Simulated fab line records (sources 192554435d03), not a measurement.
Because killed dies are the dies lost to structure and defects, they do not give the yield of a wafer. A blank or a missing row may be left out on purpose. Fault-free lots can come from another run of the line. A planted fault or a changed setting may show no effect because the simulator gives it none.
Which tool did it? -- flow n5 finfet -- 24 wafers from 8 lots sampled at 7 of the route's 1938 steps

== WHAT THE GAUGES SHOWED, per wafer ==
N5_STI_FIN_REVEAL_INSPECT_13: inspects for defects (darkfield).
lot,measured,on,raw defect count
L254,day 4 07:31,defect inspect-01,11 19 18
L257,day 5 00:33,defect inspect-02,15 7 16
L262,day 6 06:26,defect inspect-02,15 26 13
L263,day 6 12:55,defect inspect-01,8 17 10
L264,day 6 18:17,defect inspect-02,8 9 15
L267,day 7 13:35,defect inspect-02,15 18 5
L269,day 8 01:34,defect inspect-01,7 13 15
L270,day 8 08:44,defect inspect-01,8 13 3

N5_DUMMY_GATE_CD_MEAS_50 targets a cd of 14 nm.
lot,measured,on,cd nm (nm)
L254,day 4 16:38,cd sem-02,14.3 13.9 14.3
L257,day 5 09:44,cd sem-02,14.1 14.6 14.3
L262,day 6 15:59,cd sem-02,14.4 13.9 14.4
L263,day 6 22:03,cd sem-02,13.3 13.9 13.8
L264,day 8 19:56,cd sem-01,- - -
L267,day 7 22:55,cd sem-01,14.0 13.9 13.9
L269,day 8 11:03,cd sem-03,- - -
L270,day 8 18:07,cd sem-03,- - -

N5_BEOL_M4_RC_MEAS_101.
lot,measured,on,DIBL_N (mV/V),DIBL_P (mV/V),IOFF_N (nA/um),IOFF_P (nA/um),ION_N (uA/um),ION_P (uA/um),SS_N (mV/dec),SS_P (mV/dec),VT_N (mV),VT_P (mV)
L254,day 9 23:06,prober-01,37.1 35.8 37.0,35.6 34.7 35.9,0.18 0.14 0.17,0.23 0.21 0.24,691 671 683,465 461 471,72.0 71.1 72.0,73.1 73.3 73.2,247 250 247,-249 -247 -245
L257,day 10 18:57,prober-01,35.4 35.0 35.7,36.1 35.7 36.6,0.14 0.14 0.14,0.17 0.17 0.18,667 676 664,452 460 452,71.0 71.0 71.4,73.5 72.2 73.3,253 251 254,-256 -255 -255
L262,day 11 19:40,prober-01,35.4 33.9 32.9,35.8 34.5 33.4,0.15 0.13 0.11,0.21 0.18 0.17,672 656 646,465 454 457,71.2 70.8 70.6,73.1 72.5 72.7,249 254 253,-250 -250 -252
L263,day 12 10:47,prober-01,39.4 37.6 39.6,40.5 38.6 40.6,0.22 0.17 0.23,0.24 0.22 0.25,695 674 690,470 462 462,71.8 71.2 71.9,73.8 73.7 74.8,246 247 245,-250 -251 -252
L267,day 13 07:11,prober-02,35.3 37.0 37.0,34.9 37.4 35.8,0.15 0.18 0.18,0.23 0.26 0.23,667 670 675,470 470 465,71.1 71.5 71.3,73.2 73.6 73.6,253 247 249,-247 -247 -247

== WHAT TOOL EACH LOT RAN ON (gives the tool, then ch and the chambers of the sampled wafers, and finally the start) ==
lot,N5_DUMMY_GATE_ALD_02,N5_DUMMY_GATE_ETCH_37,N5_DUMMY_GATE_ETCH_31,N5_DUMMY_GATE_STRIP_41
L254,"ald sin-02 ch 1,2, day 4 07:37","rie diel-05 ch 0,1,2, day 4 16:24","rie diel-06 ch 0,1,2, day 4 16:41","rie diel-06 ch 0,1,2, day 4 16:43"
L257,"ald sin-04 ch 1,2,3, day 5 00:39","rie diel-05 ch 0,1,3, day 5 09:25","rie diel-03 ch 0,2,3, day 5 09:47","rie diel-03 ch 0,2,3, day 5 09:50"
L262,"ald sin-01 ch 1,2, day 6 06:56","rie diel-05 ch 0,2,3, day 6 15:45","rie diel-06 ch 1,2, day 6 16:02","rie diel-06 ch 1,2, day 6 16:04"
L263,"ald sin-02 ch 1,2,3, day 6 13:00","rie diel-06 ch 0,1,2, day 6 21:49","rie diel-03 ch 0,1,3, day 6 22:05","rie diel-03 ch 0,1,3, day 6 22:08"
L264,"ald sin-04 ch 0,1, day 6 19:26","rie diel-03 ch 0,1,2, day 8 19:29","rie diel-05 ch 0,2, day 8 20:04","rie diel-05 ch 0,2, day 8 20:08"
L267,"ald sin-01 ch 1,3, day 7 13:41","rie diel-06 ch 0,2,3, day 7 22:28","rie diel-05 ch 1,2, day 7 22:58","rie diel-05 ch 1,2, day 7 23:01"
L269,"ald sin-04 ch 0,1,3, day 8 01:40","rie diel-05 ch 0,1, day 8 10:34","rie diel-06 ch 0,3, day 8 11:19","rie diel-06 ch 0,3, day 8 11:21"
L270,"ald sin-02 ch 0,2,3, day 8 09:01","rie diel-06 ch 0,3, day 8 17:53","rie diel-06 ch 0,1,2, day 8 18:10","rie diel-06 ch 0,1,2, day 8 18:12"
- N5_DUMMY_GATE_ALD_02: deposits SiO2, target thk 2 nm, pulse time 1 s.
- N5_DUMMY_GATE_ETCH_37: etches SOC in N2/H2, target depth 60 nm, overetch 30 nm.
- N5_DUMMY_GATE_ETCH_31: etches SiO2 in C4F6/O2, target depth 82.5 nm, time 27.5 s.
- N5_DUMMY_GATE_STRIP_41: strips in O2.

== WHAT THE TOOLS THEMSELVES READ (means of the sampled wafers that have a number; where no wafer has one, the mark that the record gives instead) ==
N5_DUMMY_GATE_ALD_02.
lot,tool,heater power w (W),precursor pulse height rel
L254,ald sin-02,464,0.989
L257,ald sin-04,535,1.002
L262,ald sin-01,523,0.997
L263,ald sin-02,465,1.004
L264,ald sin-04,465,0.990
L267,ald sin-01,466,0.977
L269,ald sin-04,496,0.996
L270,ald sin-02,468,1.004

N5_DUMMY_GATE_ETCH_37.
lot,tool,bias w (W),chamber pressure mTorr (mTorr),drypump motor current A (A),oes product au (a.u.),rf vpp V (V),showerhead plenum p Torr (Torr),throttle valve pct (%)
L254,rie diel-05,149.5,30.003,5.8,0.69,524.6,2.54,17.74
L257,rie diel-05,149.6,30.008,5.8,0.61,522.3,2.51,17.79
L262,rie diel-05,149.6,30.010,5.7,0.64,523.7,2.53,17.92
L263,rie diel-06,150.2,30.028,5.9,0.59,524.3,2.56,18.23
L264,rie diel-03,-,-,-,-,-,-,-
L267,rie diel-06,150.0,30.015,5.7,0.60,522.6,2.49,18.05
L269,rie diel-05,-,-,-,-,-,-,-
L270,rie diel-06,-,-,-,-,-,-,-

N5_DUMMY_GATE_ETCH_31.
lot,tool,C4F6_flow_sccm (sccm),O2_flow_sccm (sccm),drypump motor current A (A),oes product au (a.u.),rf vpp V (V),showerhead plenum p Torr (Torr),throttle valve pct (%)
L254,rie diel-06,9.984,9.96,5.8,0.75,674,2.88,21.52
L257,rie diel-03,9.998,9.97,5.9,0.76,665,2.89,21.31
L262,rie diel-06,9.984,10.00,6.1,0.76,675,2.88,21.50
L263,rie diel-03,9.999,10.00,5.9,0.76,665,2.87,21.31
L264,rie diel-05,9.992,9.99,5.7,0.32,674,2.86,20.84
L267,rie diel-05,9.967,10.02,5.1,0.86,666,2.77,21.22
L269,rie diel-06,9.994,9.97,5.8,0.28,676,2.87,21.13
L270,rie diel-06,10.014,9.99,5.8,0.27,673,2.86,21.15

N5_DUMMY_GATE_STRIP_41.
lot,tool,drypump motor current A (A),oes product au (a.u.),rf vpp V (V),showerhead plenum p Torr (Torr),throttle valve pct (%)
L254,rie diel-06,5.8,0.75,3.6,2.11,16.96
L257,rie diel-03,5.9,0.76,3.5,2.14,16.82
L262,rie diel-06,6.1,0.76,3.8,2.12,16.95
L263,rie diel-03,5.9,0.76,3.4,2.11,16.76
L264,rie diel-05,5.6,0.85,3.4,2.10,16.68
L267,rie diel-05,5.1,0.84,3.5,2.03,16.68
L269,rie diel-06,5.8,0.75,3.5,2.10,16.99
L270,rie diel-06,5.9,0.72,3.1,2.10,17.04

== THE ANSWER, worked out from the rows above alone ==
Rule: usual is defined by the lots themselves. The widest of any qualifying gaps counts: lots, ordered by their means at a reading, are off when they make up no more than a third of the lots, leave a main group of 4 or more, and stand apart from it by 3 or more times the standard deviation of that group's means. A main group is skipped when, at the precision printed for the reading in the tables above, its means are all equal. A lot without any number at a reading at which 4 lots or more have one is off too. Any other lot the step has rows for is counted as sound. First the gauges in route order, then the tools' own readings, where a lot's mean is used as printed above. The first step at which some lot is off is used, and at that step the reading that is off furthest; a lot without a number counts as furthest.
Off, at N5_DUMMY_GATE_CD_MEAS_50 on cd nm: L264, L269, L270. Without a number there: L264, L269, L270. The main group has a mean of 14.1 nm with a standard deviation of 0.24.
A tool fits if, at a process step before that reading, it ran every lot that is off, and no sound lot after the first of them. The gauges at N5_DUMMY_GATE_CD_MEAS_50 aren't tried: what is off there is off at N5_DUMMY_GATE_ETCH_37 too, on other tools, and a gauge's error can't cause that. No candidate that was tried fits.

== WHAT THE SIMULATOR PUT IN ==
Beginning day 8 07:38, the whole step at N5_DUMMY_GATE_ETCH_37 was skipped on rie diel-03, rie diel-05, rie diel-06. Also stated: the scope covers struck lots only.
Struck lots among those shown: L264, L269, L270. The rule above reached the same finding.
